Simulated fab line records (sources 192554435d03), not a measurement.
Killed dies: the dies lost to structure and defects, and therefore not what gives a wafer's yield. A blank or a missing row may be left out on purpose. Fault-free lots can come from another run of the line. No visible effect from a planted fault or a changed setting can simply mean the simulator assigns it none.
fab line records ; flow n5-finfet
record: lots: 6; wafers: 18; last-day: 19
route steps=1938 shown BEOL_M0_SAQP@693 BEOL_M0_CUTY@701 BEOL_M4@1111 PASSIVATION@1936
lots that met no fault: from a run of the same line without faults
start-h: start of the lot's first displayed wafer, in hours after the record's first day ; wait-h: hours since the lot's step before ; " as in the row above ; L1.1+2: one row covering several wafers at once ; - no value, or no start was given ; * or withheld: withheld ; < > ~ a bound
route shown NAME@n: a module of which the file shows steps, and the number in the route of the first ; usual: mean and standard deviation over wafers with no fault ; same: alike in all rows ; chamber/n: place in a boat ; sites: readings site by site ; _std_site: the values' standard deviation ; _edge_site: outer sites' mean less inner sites' ; radius-mm: for every site, how far away it sits from the centre of the wafer ; mask NAME#n: copy n ; behind: the tool/chamber that last shaped the wafer ; hold: cause of the lot's hold/its duration in hours/its outcome ; device: names the non-switching transistor (n, p or np) ; end of line: the tests these same wafers got at the end of their route ; where a step has no rows: the recipe by itself ; killed: at the first sort, the dies lost to defects and structure; wafer yield is something else ; map: a wafer's dies, x killed, . not, _ none there
set.NAME: setting as actually run; set.NAME@STEP: the setting as run at that earlier step ; model.NAME: the simulator's own value behind a step, which no gauge read
lots at selected steps of the route; one table per step, one row per wafer
services: a tool's chamber out of use, with start hour (start-h, from the record's first day; less than 0 if before it), hours out, and reason
== steps ==
step: N5_BEOL_M0_SAQP_ETCH_88
recipe: chemistry: N2/H2; target: underlayer; target-depth-a: 65; time-s: 5.2; ion-energy-ev: 200; mask-material: CAR-EUV; pressure-mtorr: 30; source-w: 840; bias-w: 150; n2-flow-sccm: 200; h2-flow-sccm: 200; ends: cleared
usual: drypump-motor-current-A: 5.76/0.29; etch-rf-on-time-s: 5.24/0.19; oes-product-au: 0.65/0.057; rf-vpp-V: 523.3/2.9; showerhead-plenum-p-Torr: 2.52/0.086; throttle-valve-pct: 17.83/0.27
lot.wafer;tool;chamber;start-h;wait-h;drypump-motor-current-A;etch-rf-on-time-s;oes-product-au;rf-hours-counter-h;rf-vpp-V;showerhead-plenum-p-Torr;throttle-valve-pct
L445.1;rie-diel-01;0;110.57;0.0;5.67;5.21;0.74;44;522.6;2.48;17.31
L445.4;rie-diel-01;3;110.57;0.0;5.84;5.16;0.59;245;527.7;2.58;17.59
L445.6;rie-diel-01;3;110.57;0.0;5.87;5.17;0.60;-;526.0;2.58;17.55
L448.2;rie-diel-01;1;140.23;0.0;6.13;5.19;0.72;53;522.9;2.60;17.92
L448.4;rie-diel-01;3;140.23;0.0;5.85;5.13;0.60;-;524.4;2.57;17.61
L448.6;rie-diel-01;1;140.23;0.0;6.11;5.27;0.73;-;525.9;2.60;17.92
L461.3;rie-diel-01;0;209.40;0.0;5.71;5.22;0.70;75;522.1;2.47;17.39
L461.5;rie-diel-01;0;209.40;0.0;5.73;5.19;0.71;-;521.5;2.47;17.37
L461.6;rie-diel-01;3;209.40;0.0;5.86;4.95;0.83;-;526.4;2.57;17.23
L463.1;rie-diel-05;0;222.92;0.0;5.80;5.41;0.61;199;523.3;2.51;17.88
L463.2;rie-diel-05;2;222.92;0.0;5.65;5.67;0.57;243;522.0;2.50;18.24
L463.6;rie-diel-05;1;222.92;0.0;5.19;5.26;0.61;-;523.4;2.40;17.96
L464.2;rie-diel-06;2;229.77;0.0;6.01;5.32;0.62;135;519.5;2.47;18.22
L464.4;rie-diel-06;1;229.77;0.0;6.28;5.13;0.62;222;519.6;2.42;17.70
L464.6;rie-diel-06;0;229.77;0.0;5.93;5.19;0.64;-;527.4;2.63;17.97
L467.1;rie-diel-05;0;247.95;0.0;5.76;5.40;0.60;206;524.4;2.51;17.89
L467.2;rie-diel-05;1;247.95;0.0;5.19;5.29;0.60;193;520.1;2.40;17.94
L467.4;rie-diel-05;0;247.95;0.0;5.79;5.33;0.60;-;522.4;2.51;17.90
step: N5_BEOL_M0_SAQP_ETCH_73
recipe: chemistry: CF4; target: SiARC; target-depth-a: 195; mask-material: CAR-EUV; time-s: 32.5; ion-energy-ev: 80; pressure-mtorr: 40; source-w: 545; bias-w: 36; Ar_flow_sccm: 100; cf4-flow-sccm: 100; ends: cleared
usual: drypump-motor-current-A: 5.75/0.29; etch-rf-on-time-s: 32.7/1.1; oes-product-au: 0.66/0.057; rf-vpp-V: 184.0/1.1; showerhead-plenum-p-Torr: 2.13/0.072; throttle-valve-pct: 15.62/0.26
lot.wafer;tool;chamber;start-h;wait-h;drypump-motor-current-A;etch-rf-on-time-s;oes-product-au;rf-hours-counter-h;rf-vpp-V;showerhead-plenum-p-Torr;throttle-valve-pct
L445.1;rie-diel-01;0;110.58;0.0;5.66;32.3;0.74;44;184.7;2.09;15.11
L445.4;rie-diel-01;3;110.58;0.0;5.82;32.1;0.60;245;184.5;2.21;15.69
L445.6;rie-diel-01;3;110.58;0.0;5.84;32.2;0.60;-;184.3;2.21;15.69
L448.2;rie-diel-01;1;140.25;0.0;6.09;32.8;0.72;53;184.8;2.17;15.47
L448.4;rie-diel-01;3;140.25;0.0;5.82;31.3;0.60;-;183.6;2.21;15.69
L448.6;rie-diel-01;1;140.25;0.0;6.09;33.0;0.72;-;185.1;2.17;15.50
L461.3;rie-diel-01;0;209.42;0.0;5.71;32.5;0.71;75;183.2;2.08;15.18
L461.5;rie-diel-01;0;209.42;0.0;5.71;32.5;0.70;-;184.4;2.08;15.18
L461.6;rie-diel-01;3;209.42;0.0;5.84;30.8;0.82;-;184.7;2.20;15.24
L463.1;rie-diel-05;0;222.94;0.0;5.80;33.7;0.61;199;183.2;2.11;15.76
L463.2;rie-diel-05;2;222.94;0.0;5.63;35.5;0.57;243;183.6;2.11;16.06
L463.6;rie-diel-05;1;222.94;0.0;5.20;33.2;0.61;-;184.3;2.04;15.93
L464.2;rie-diel-06;2;229.79;0.0;6.01;32.8;0.63;135;183.2;2.06;15.66
L464.4;rie-diel-06;1;229.79;0.0;6.26;31.7;0.62;222;184.7;2.04;15.49
L464.6;rie-diel-06;0;229.79;0.0;5.88;32.6;0.63;-;184.5;2.23;15.70
L467.1;rie-diel-05;0;247.96;0.0;5.78;33.2;0.61;206;183.9;2.11;15.76
L467.2;rie-diel-05;1;247.96;0.0;5.15;33.3;0.61;193;181.9;2.04;15.95
L467.4;rie-diel-05;0;247.96;0.0;5.77;33.0;0.60;-;183.3;2.11;15.76
step: N5_BEOL_M0_SAQP_CUT_ETCH_46
recipe: chemistry: N2/H2; target: SOC; target-depth-a: 1350; overetch-a: 270; temp-c: 40; time-s: 202.5; ion-energy-ev: 200; mask-material: SiARC; pressure-mtorr: 30; source-w: 840; bias-w: 150; n2-flow-sccm: 200; h2-flow-sccm: 200
step: N5_BEOL_M0_SAQP_STRIP_74
recipe: chemistry: N2/H2; temp-c: 40; n2-flow-sccm: 200; h2-flow-sccm: 200; rf-frequency-hz: 6e+07
step: N5_BEOL_M0_SAQP_STRIP_89
recipe: chemistry: N2/H2; temp-c: 40; n2-flow-sccm: 200; h2-flow-sccm: 200; rf-frequency-hz: 6e+07
step: N5_BEOL_M0_SAQP_ALD_48
recipe: material: SiO2; target-thk-a: 200; temp-c: 100; ald-precursor-family: BDEAS; ald-co-reactant: O2-plasma; pulse-time-s: 1; co-reactant-pulse-time-s: 1; purge-time-s: 2; co-reactant-purge-time-s: 2; ald-cycles: 139; pressure-torr: 2
usual: heater-power-w: 76/6.5; precursor-pulse-height-rel: 1.001/0.018
same: co-reactant-pulse-time-s: 1
lot.wafer;tool;chamber;start-h;wait-h;heater-power-w;precursor-pulse-height-rel
L445.1;ald-sin-02;2;110.82;0.0;88;0.993
L445.4;ald-sin-02;1;110.82;0.0;74;0.980
L445.6;ald-sin-02;2;110.82;0.0;84;1.010
L448.2;ald-sin-02;2;140.48;0.0;84;1.024
L448.4;ald-sin-02;0;140.48;0.0;77;1.011
L448.6;ald-sin-02;2;140.48;0.0;83;0.991
L461.3;ald-sin-02;0;211.28;1.7;72;1.002
L461.5;ald-sin-02;1;211.28;1.7;77;0.974
L461.6;ald-sin-02;0;211.28;1.7;73;1.020
L463.1;ald-sin-04;1;223.17;0.0;77;1.002
L463.2;ald-sin-04;3;223.17;0.0;68;1.029
L463.6;ald-sin-04;1;223.17;0.0;81;0.977
L464.2;ald-sin-01;2;230.02;0.0;74;0.986
L464.4;ald-sin-01;0;230.02;0.0;70;1.009
L464.6;ald-sin-01;1;230.02;0.0;75;1.025
L467.1;ald-sin-02;3;248.20;0.0;82;1.005
L467.2;ald-sin-02;0;248.20;0.0;72;0.948
L467.4;ald-sin-02;1;248.20;0.0;76;0.961
step: N5_BEOL_M0_SAQP_ETCH_49
recipe: chemistry: CF4/O2; target-depth-a: 370; target: SiO2; pressure-mtorr: 40; source-w: 535; bias-w: 49; Ar_flow_sccm: 100; cf4-flow-sccm: 100; O2_flow_sccm: 10; ion-energy-ev: 100
usual: drypump-motor-current-A: 5.76/0.28; oes_o_777_au: 0.77/0.065; oes-product-au: 0.77/0.071; rf-vpp-V: 238/5.2; showerhead-plenum-p-Torr: 2.20/0.077; throttle-valve-pct: 15.85/0.26
lot.wafer;tool;chamber;start-h;wait-h;drypump-motor-current-A;oes_o_777_au;oes-product-au;rf-hours-counter-h;rf-vpp-V;showerhead-plenum-p-Torr;throttle-valve-pct
L445.1;rie-diel-01;1;111.34;0.3;6.10;0.84;0.87;45;246;2.23;15.71
L445.4;rie-diel-01;0;111.34;0.3;5.67;0.90;0.86;44;239;2.16;15.36
L445.6;rie-diel-01;3;111.34;0.3;5.84;0.68;0.69;-;231;2.27;15.91
L448.2;rie-diel-01;1;141.01;0.3;6.11;0.83;0.85;53;247;2.23;15.73
L448.4;rie-diel-01;0;141.01;0.3;5.68;0.89;0.84;-;239;2.15;15.36
L448.6;rie-diel-01;3;141.01;0.3;5.84;0.66;0.68;-;232;2.27;15.93
L461.3;rie-diel-05;1;211.82;0.3;5.16;0.73;0.70;182;242;2.11;16.18
L461.5;rie-diel-05;1;211.82;0.3;5.16;0.73;0.71;-;241;2.11;16.17
L461.6;rie-diel-05;2;211.82;0.3;5.64;0.72;0.69;-;235;2.17;16.29
L463.1;rie-diel-06;0;223.78;0.4;5.91;0.72;0.74;158;244;2.30;15.95
L463.2;rie-diel-06;1;223.78;0.4;6.28;0.71;0.73;221;231;2.10;15.74
L463.6;rie-diel-06;3;223.78;0.4;5.42;0.75;0.84;-;244;2.34;15.95
L464.2;rie-diel-01;2;230.54;0.3;5.66;0.72;0.70;221;235;2.25;16.04
L464.4;rie-diel-01;3;230.54;0.3;5.83;0.88;0.90;-;233;2.26;15.50
L464.6;rie-diel-01;0;230.54;0.3;5.63;0.85;0.80;-;238;2.14;15.44
L467.1;rie-diel-06;2;248.72;0.3;6.01;0.76;0.75;141;232;2.12;15.91
L467.2;rie-diel-06;1;248.72;0.3;6.26;0.71;0.72;228;231;2.10;15.76
L467.4;rie-diel-06;3;248.72;0.3;5.41;0.75;0.83;66;243;2.33;15.95
step: N5_BEOL_M0_SAQP_STRIP_75
recipe: chemistry: CF4; resist: SiARC; power-w: 300; bias-power-w: 75; pressure-mtorr: 50; cf4-flow-sccm: 150; rf-frequency-hz: 6e+07
usual: drypump-motor-current-A: 5.76/0.28; oes-product-au: 0.179/0.016; rf-vpp-V: 271.0/1.6; showerhead-plenum-p-Torr: 1.79/0.061; throttle-valve-pct: 13.58/0.28
lot.wafer;tool;chamber;start-h;wait-h;drypump-motor-current-A;oes-product-au;rf-hours-counter-h;rf-vpp-V;showerhead-plenum-p-Torr;throttle-valve-pct
L445.1;rie-diel-01;1;111.44;0.1;6.14;0.206;45;272.9;1.80;13.35
L445.4;rie-diel-01;0;111.44;0.1;5.67;0.197;44;270.3;1.75;13.08
L445.6;rie-diel-01;3;111.44;0.1;5.86;0.159;-;271.9;1.85;13.72
L448.2;rie-diel-01;1;141.11;0.1;6.13;0.195;53;270.3;1.79;13.36
L448.4;rie-diel-01;0;141.11;0.1;5.64;0.194;-;270.5;1.74;13.08
L448.6;rie-diel-01;3;141.11;0.1;5.85;0.166;-;270.1;1.85;13.74
L461.3;rie-diel-05;1;211.92;0.1;5.20;0.166;182;269.2;1.72;13.95
L461.5;rie-diel-05;1;211.92;0.1;5.21;0.166;-;267.9;1.72;13.93
L461.6;rie-diel-05;2;211.92;0.1;5.67;0.161;-;271.3;1.77;14.06
L463.1;rie-diel-06;0;223.88;0.1;5.89;0.171;158;273.1;1.86;13.64
L463.2;rie-diel-06;1;223.88;0.1;6.26;0.165;221;268.5;1.71;13.54
L463.6;rie-diel-06;3;223.88;0.1;5.42;0.194;-;273.5;1.91;13.65
L464.2;rie-diel-01;2;230.64;0.1;5.66;0.165;221;270.6;1.82;13.76
L464.4;rie-diel-01;3;230.64;0.1;5.82;0.209;-;272.6;1.84;13.22
L464.6;rie-diel-01;0;230.64;0.1;5.67;0.184;-;269.8;1.73;13.14
L467.1;rie-diel-06;2;248.82;0.1;6.02;0.175;141;270.5;1.73;13.68
L467.2;rie-diel-06;1;248.82;0.1;6.24;0.161;228;268.0;1.71;13.53
L467.4;rie-diel-06;3;248.82;0.1;5.41;0.192;66;272.8;1.90;13.65
step: N5_BEOL_M0_CUTY_COAT_50
recipe: resist: SiARC; temp-c: 220; time-s: 60; spin-rpm: 1500; resist-thk-nm: 15
step: N5_BEOL_M0_CUTY_COAT_51
recipe: resist: CAR-ArF-block; spin-rpm: 1500; resist-thk-nm: 150
step: N5_BEOL_M0_CUTY_EBR_52
recipe: solvent: PGMEA; ebr-width-mm: 1.5
step: N5_BEOL_M0_CUTY_SOFTBAKE_53
recipe: temp-c: 110; time-s: 60; resist: CAR-ArF-block
step: N5_BEOL_M0_CUTY_EXPOSE_54
recipe: mask-id: M0_ABLK; na: 1.35; source-shape: conventional; sigma-outer: 0.8; polarization: unpolarized; dose-mj: 36
usual: exposure-dose-mJ-cm2: 35.99/0.041
lot.wafer;tool;chamber;start-h;wait-h;mask;exposure-dose-mJ-cm2
L445.1;arfi-scanner-02;0;111.71;-;M0_ABLK#0;36.00
L445.4;arfi-scanner-02;0;111.71;-;M0_ABLK#0;35.97
L445.6;arfi-scanner-02;0;111.71;-;M0_ABLK#0;35.98
L448.2;arfi-scanner-03;0;141.38;-;M0_ABLK#0;36.06
L448.4;arfi-scanner-03;0;141.38;-;M0_ABLK#0;36.06
L448.6;arfi-scanner-03;0;141.38;-;M0_ABLK#0;36.05
L461.3;arfi-scanner-02;0;212.08;-;M0_ABLK#0;37.98
L461.5;arfi-scanner-02;0;212.08;-;M0_ABLK#0;37.97
L461.6;arfi-scanner-02;0;212.08;-;M0_ABLK#0;37.99
L463.1;arfi-scanner-02;0;224.15;-;M0_ABLK#0;37.62
L463.2;arfi-scanner-02;0;224.15;-;M0_ABLK#0;37.62
L463.6;arfi-scanner-02;0;224.15;-;M0_ABLK#0;37.64
L464.2;arfi-scanner-03;0;230.92;-;M0_ABLK#0;36.02
L464.4;arfi-scanner-03;0;230.92;-;M0_ABLK#0;35.96
L464.6;arfi-scanner-03;0;230.92;-;M0_ABLK#0;35.92
L467.1;arfi-scanner-01;0;248.96;-;M0_ABLK#0;35.98
L467.2;arfi-scanner-01;0;248.96;-;M0_ABLK#0;35.95
L467.4;arfi-scanner-01;0;248.96;-;M0_ABLK#0;35.96
step: N5_BEOL_M0_CUTY_PEB_55
recipe: peb-temp-c: 110; peb-time-s: 60; resist: CAR-ArF-block
step: N5_BEOL_M4_RC_MEAS_101
usual: DIBL_N: 36.4/2.2; DIBL_P: 36.3/2.5; IOFF_N: 0.17/0.052; IOFF_P: 0.23/0.049; ION_N: 674/17; ION_P: 464/11; SS_N: 71.7/0.98; SS_P: 73.3/0.84; VT_N: 250/4; VT_P: -249/3.8
lot.wafer;tool;chamber;start-h;wait-h;DIBL_N[mV/V];DIBL_P[mV/V];IOFF_N[nA/um];IOFF_P[nA/um];ION_N[uA/um];ION_P[uA/um];SS_N[mV/dec];SS_P[mV/dec];VT_N[mV];VT_P[mV]
L445.1;prober-02;0;175.73;0.0;36.8;37.8;0.17;0.25;678;471;71.8;73.6;250;-248
L445.4;prober-02;0;175.73;0.0;38.5;37.4;0.20;0.23;659;450;73.0;73.4;249;-248
L445.6;prober-02;0;175.73;0.0;33.0;33.4;0.12;0.18;686;472;71.1;72.3;253;-252
L448.2;prober-02;0;228.28;0.2;36.7;37.0;0.18;0.25;676;473;71.9;73.9;248;-246
L448.4;prober-02;0;228.28;0.2;36.5;36.3;0.17;0.25;676;469;71.4;73.7;248;-244
L448.6;prober-02;0;228.28;0.2;38.9;39.8;0.24;0.32;701;481;71.8;74.9;244;-243
L464.2;prober-02;0;317.61;0.2;36.3;36.3;0.16;0.22;680;470;71.6;72.9;248;-248
L464.4;prober-02;0;317.61;0.2;35.4;35.8;0.15;0.23;676;477;71.2;73.4;247;-246
L464.6;prober-02;0;317.61;0.2;39.9;40.6;0.25;0.31;690;467;72.9;74.3;244;-244
L461.3;prober-01;0;322.15;0.3;34.0;33.9;0.12;0.18;669;465;70.6;73.1;255;-248
L461.5;prober-01;0;322.15;0.3;34.6;34.0;0.13;0.17;677;464;70.9;73.3;253;-250
L461.6;prober-01;0;322.15;0.3;42.9;38.9;0.49;0.29;666;452;78.0;74.8;246;-245
L463.1;prober-02;0;323.58;0.0;36.0;35.7;0.14;0.18;660;451;71.6;73.3;252;-250
L463.2;prober-02;0;323.58;0.0;36.3;36.6;0.14;0.20;664;456;71.7;73.1;252;-254
L463.6;prober-02;0;323.58;0.0;35.0;35.0;0.13;0.18;673;460;70.7;72.7;250;-255
L467.1;prober-01;0;348.53;0.0;31.1;30.3;0.11;0.15;671;467;70.5;72.2;252;-253
L467.2;prober-01;0;348.53;0.0;36.1;35.9;0.17;0.23;684;469;71.5;73.6;250;-248
L467.4;prober-01;0;348.53;0.0;36.1;34.6;0.16;0.20;636;449;72.6;73.1;255;-251
step: N5_PASSIVATION_PROBE_49
usual: defect-limited-yield: 91.2/1.4; killed_at_M0_to_M3: 34/9.3; killed_at_M4_up: 14/5.9; killed-at-contacts: 14/5.7; killed-at-front-end: 38/10; killed-at-other: 4/3.2; killed-dies: 104/17; killed-open: 67/13; killed-short: 33/6.9; sort_bin_4_leakage: 0/3.6; sort_bin_5_function: 5.2/1; sort_bin_6_memory: 3.3/0.61; sort_bin_8_speed: 0.3/1.8; sort-n-pass: 1069/52
same: gross-dies: 1180; killed-at-back-side: 0
lot.wafer;tool;chamber;start-h;wait-h;defect-limited-yield[%];killed_at_M0_to_M3;killed_at_M4_up;killed-at-contacts;killed-at-front-end;killed-at-other;killed-dies;killed-open;killed-short;sort_bin_4_leakage[%];sort_bin_5_function[%];sort_bin_6_memory[%];sort_bin_8_speed[%];sort-n-pass
L445.1;prober-01;-;286.13;0.0;91.4;18;8;23;46;7;102;62;37;0;5.3;3.2;0;1078
L445.4;prober-01;-;286.28;0.2;93.1;16;9;12;32;12;81;48;29;0;3.8;2.6;0;1099
L445.6;prober-01;-;286.38;0.3;91.8;36;10;10;36;5;97;63;30;0;5.2;2.7;0;1083
L448.2;prober-01;-;335.98;0.1;88.3;50;23;17;36;12;138;88;38;0;7.3;4.0;0;1042
L448.4;prober-01;-;336.08;0.2;89.3;32;26;23;40;5;126;80;39;0;6.7;3.7;0;1054
L448.6;prober-01;-;336.18;0.3;91.3;28;21;11;41;2;103;66;32;0;5.1;3.4;0;1077
L461.5;prober-02;-;428.56;0.2;90.3;31;7;8;64;4;114;75;37;0;5.3;3.9;0;1066
L463.1;prober-01;-;431.57;0.0;91.8;35;14;10;28;10;97;63;29;0;4.8;2.7;0;1083
L463.2;prober-01;-;431.62;0.1;91.9;25;23;7;27;14;96;50;31;0;5.3;2.4;0;1084
L463.6;prober-01;-;431.82;0.3;92.2;35;14;12;28;3;92;61;23;0;4.5;2.8;0;1088
L467.1;prober-01;-;461.84;0.8;90.4;33;13;16;45;6;113;78;27;0;5.5;3.6;0;1067
L467.2;prober-01;-;461.89;0.8;92.5;41;8;10;26;4;89;58;29;0;4.5;2.7;0;1091
L467.4;prober-01;-;461.99;0.9;92.0;44;11;11;24;4;94;64;27;0;4.4;3.4;1.8;1065
killed by level:class
L445.1 MOL_CONTACT_COAG:geometric-particle:open=18 FIN_SAQP:geometric-particle:open=16 FIN_SAQP:geometric-particle:short=15 MOL_CONTACT_COAG:geometric-particle:short=5 BEOL_M0_SAQP:geometric-particle:short=5 MIM_TOP_ETCH:geometric-particle:open=4 DUMMY_GATE:geometric-particle:open=3 BEOL_M1:geometric-particle:short=3
L445.4 FIN_SAQP:geometric-particle:open=14 MOL_CONTACT_COAG:geometric-particle:open=9 FIN_SAQP:geometric-particle:short=7 BEOL_M1:geometric-particle:short=5 BEOL_M1:geometric-particle:open=4 BEOL_M4:geometric-particle:open=4 MIM_TOP_ETCH:geometric-particle:short=4 MOL_CONTACT_COAG:geometric-particle:short=3
L445.6 FIN_SAQP:geometric-particle:open=14 MOL_CONTACT_COAG:geometric-particle:open=10 BEOL_M1:geometric-particle:open=9 FIN_SAQP:geometric-particle:short=7 BEOL_M3:geometric-particle:open=6 ILD0:geometric-particle:short=5 BEOL_M0_SAQP:geometric-particle:open=5 BEOL_M0_SAQP:geometric-particle:short=5
L448.2 MOL_CONTACT_COAG:geometric-particle:open=14 BEOL_M4:geometric-particle:open=11 BEOL_M3:geometric-particle:open=11 BEOL_M1:geometric-particle:open=9 BEOL_M2:geometric-particle:short=9 FIN_SAQP:geometric-particle:short=7 BEOL_M0_SAQP:geometric-particle:open=7 PASSIVATION:area-etch=6
L448.4 MOL_CONTACT_COAG:geometric-particle:open=18 BEOL_M4:geometric-particle:open=14 STI_FIN_REVEAL:geometric-particle:open=9 BEOL_M0_SAQP:geometric-particle:short=9 BEOL_M1:geometric-particle:open=8 FIN_SAQP:geometric-particle:open=6 DUMMY_GATE:geometric-particle:open=5 MOL_CONTACT_COAG:geometric-particle:short=5
L448.6 FIN_SAQP:geometric-particle:open=11 FIN_SAQP:geometric-particle:short=10 BEOL_M4:geometric-particle:open=10 MOL_CONTACT_COAG:geometric-particle:open=9 BEOL_M3:geometric-particle:open=9 BEOL_M0_SAQP:geometric-particle:open=6 DUMMY_GATE:geometric-particle:open=5 BEOL_M2:geometric-particle:open=5
L461.5 STI_FIN_REVEAL:geometric-particle:open=19 FIN_SAQP:geometric-particle:short=9 STI_FIN_REVEAL:geometric-particle:short=8 BEOL_M1:geometric-particle:open=8 BEOL_M2:geometric-particle:open=8 FIN_SAQP:geometric-particle:open=6 MOL_CONTACT_COAG:geometric-particle:open=5 BEOL_M0_SAQP:geometric-particle:short=4
L463.1 BEOL_M3:geometric-particle:open=11 BEOL_M2:geometric-particle:open=10 MOL_CONTACT_COAG:geometric-particle:open=8 BEOL_M4:geometric-particle:open=6 GATE_CUT:geometric-particle:short=5 BEOL_M1:geometric-particle:open=5 FIN_SAQP:geometric-particle:short=4 FIN_SAQP:geometric-particle:open=4
L463.2 PASSIVATION:area-etch=13 MOL_CONTACT_COAG:geometric-particle:open=7 STI_FIN_REVEAL:geometric-particle:open=6 BEOL_M0_SAQP:geometric-particle:short=6 BEOL_M3:geometric-particle:open=6 BEOL_M4:geometric-particle:open=6 FIN_SAQP:geometric-particle:short=5 BEOL_M8:geometric-particle:open=5
L463.6 BEOL_M3:geometric-particle:open=13 MOL_CONTACT_COAG:geometric-particle:open=8 BEOL_M4:geometric-particle:open=7 BEOL_M0_SAQP:geometric-particle:short=5 BEOL_M1:geometric-particle:open=5 BEOL_M3:geometric-particle:short=4 STARTING-WAFER:geometric-particle:short=4 STARTING-WAFER:geometric-particle:open=4
L467.1 FIN_SAQP:geometric-particle:open=17 BEOL_M2:geometric-particle:open=12 MOL_CONTACT_COAG:geometric-particle:open=12 DUMMY_GATE:geometric-particle:open=7 STI_FIN_REVEAL:geometric-particle:open=5 BEOL_M0_SAQP:geometric-particle:short=5 BEOL_M0_SAQP:geometric-particle:open=5 PASSIVATION:area-etch=5
L467.2 FIN_SAQP:geometric-particle:open=10 MOL_CONTACT_COAG:geometric-particle:open=10 BEOL_M2:geometric-particle:open=10 BEOL_M0_SAQP:geometric-particle:short=8 BEOL_M0_SAQP:geometric-particle:open=6 BEOL_M1:geometric-particle:open=6 FIN_SAQP:geometric-particle:short=3 GATE_CUT:geometric-particle:open=3
L467.4 BEOL_M0_SAQP:geometric-particle:open=14 BEOL_M2:geometric-particle:open=11 BEOL_M0_SAQP:geometric-particle:short=9 MOL_CONTACT_COAG:geometric-particle:open=8 BEOL_M4:geometric-particle:open=8 FIN_SAQP:geometric-particle:open=6 STARTING-WAFER:geometric-particle:short=5 FIN_SAQP:geometric-particle:short=3
== services ==
tool;chamber;start-h;hours;kind
arfi-scanner-02;-;104.90;1.0;pm
arfi-scanner-02;-;127.45;0.8;pm
arfi-scanner-02;-;130.24;4.9;pm
rie-diel-06;-;132.24;0.2;repair
rie-diel-01;2;137.63;13.2;repair
arfi-scanner-02;-;139.05;1.3;pm
arfi-scanner-03;-;142.08;1.0;pm
rie-diel-06;-;142.13;0.4;repair
rie-diel-01;3;145.39;3.7;repair
arfi-scanner-03;-;155.55;1.3;pm
rie-diel-05;3;162.96;6.1;repair
rie-diel-05;2;176.92;13.9;repair
ald-sin-02;-;177.14;14.0;pm
rie-diel-06;0;177.68;4.9;repair
rie-diel-06;-;185.73;0.7;repair
rie-diel-01;3;191.61;6.5;repair
arfi-scanner-02;-;196.41;1.4;repair
arfi-scanner-02;-;198.55;1.0;pm
ald-sin-02;-;214.53;6.1;pm
rie-diel-01;1;226.27;14.9;repair
arfi-scanner-02;-;230.40;1.2;repair
rie-diel-01;3;231.16;2.1;repair
arfi-scanner-02;-;239.59;36.0;pm
rie-diel-01;1;243.55;4.0;repair
== key ==
first-sign: step: N5_BEOL_M0_CUTY_EXPOSE_54; reading: exposure-dose-mJ-cm2; direction: up; sigmas: 45; usual: 35.99; struck: 37.80
effect none on later readings
met-at N5_BEOL_M0_CUTY_EXPOSE_54
struck-wafers L461.3,L461.5,L461.6,L463.1,L463.2,L463.6
loop-trim: step: N5_BEOL_M0_CUTY_EXPOSE_54; setting: dose; lots: L463
baseline-loss: step: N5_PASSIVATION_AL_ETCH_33; wafers: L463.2
onset-between 111.71 212.08
fault: kind: process-parameter-drift; tool: arfi-scanner-02; chamber: -; onset-h: 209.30; steps: N5_BEOL_M0_CUTY_EXPOSE_54; channel: dose-mj; offset: 1.9934; shape: step; acts-in: these-recipes-only; stated: 36
loop-trim: a control loop set the setting to another value than it would have without faults
baseline-loss: these wafers lose ten dies or more at that step, a loss of the line's own and not of a fault; the sort's usual values leave them out
